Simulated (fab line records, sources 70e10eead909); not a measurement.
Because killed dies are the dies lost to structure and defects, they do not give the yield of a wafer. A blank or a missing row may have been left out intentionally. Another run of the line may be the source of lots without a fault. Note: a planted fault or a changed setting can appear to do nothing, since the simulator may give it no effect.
Chamber matching | flow nand_harc | NHARC_A_SGD_CUT_CMP_21 on cmp-01: 4 sister chambers
The step polishes, target thk 148.19 nm. 8 wafers are shown with their chamber, then 9 later ones without.

## EACH WAFER AND ITS CHAMBER
wafer  | chamber | motor_current_A (A) | time_to_endpoint_s (s)
L079.1 | 2       | 11.1                | 50.0
L079.4 | 3       | 13.2                | 48.9
L079.6 | 0       | 11.7                | 50.9
L081.3 | 0       | 10.7                | 52.3
L081.6 | 1       | 11.7                | 55.2
L084.2 | 3       | 13.9                | 48.4
L084.3 | 2       | 11.0                | 51.1
L084.6 | 1       | 12.3                | 50.2

## WAFERS WITH NO CHAMBER GIVEN
wafer  | motor_current_A (A) | time_to_endpoint_s (s)
L091.1 | 13.8                | 49.5
L091.3 | 10.8                | 51.8
L091.5 | 13.5                | 50.4
L089.1 | 12.3                | 50.8
L089.4 | 10.4                | 53.0
L089.5 | 12.4                | 49.7
L096.1 | 11.3                | 49.9
L096.4 | 13.8                | 50.2
L096.5 | 13.2                | 48.3

## WHICH CHAMBER EACH ONE RAN IN
wafer  | from the rows above               | in truth
L091.1 | 3                                 | 3
L091.3 | can't be placed: 0 or 2 or 1      | 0
L091.5 | 3                                 | 3
L089.1 | can't be placed: 1 or 0 or 2 or 3 | 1
L089.4 | can't be placed: 0 or 2 or 1      | 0
L089.5 | can't be placed: 1 or 3 or 0 or 2 | 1
L096.1 | can't be placed: 2 or 0 or 1      | 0
L096.4 | 3                                 | 3
L096.5 | 3                                 | 3
Correctly placed: 4 of 9. Can't be placed from these rows: 5 (the true chamber is among the candidates in 5). Wrongly placed: 0.
How it was worked out, from the rows above alone: a wafer's distance from a chamber is the root of the sum, over the readings, of the square of ((its reading less the chamber's mean) divided by the reading's scatter). The wafer belongs to the nearest chamber; if the next one is less than 2 further off, it can't be placed. A chamber's mean is the mean of its shown wafers. The scatter: the root of (the sum of the squares of (reading less its chamber's mean) over the shown wafers, divided by (wafers less chambers)).
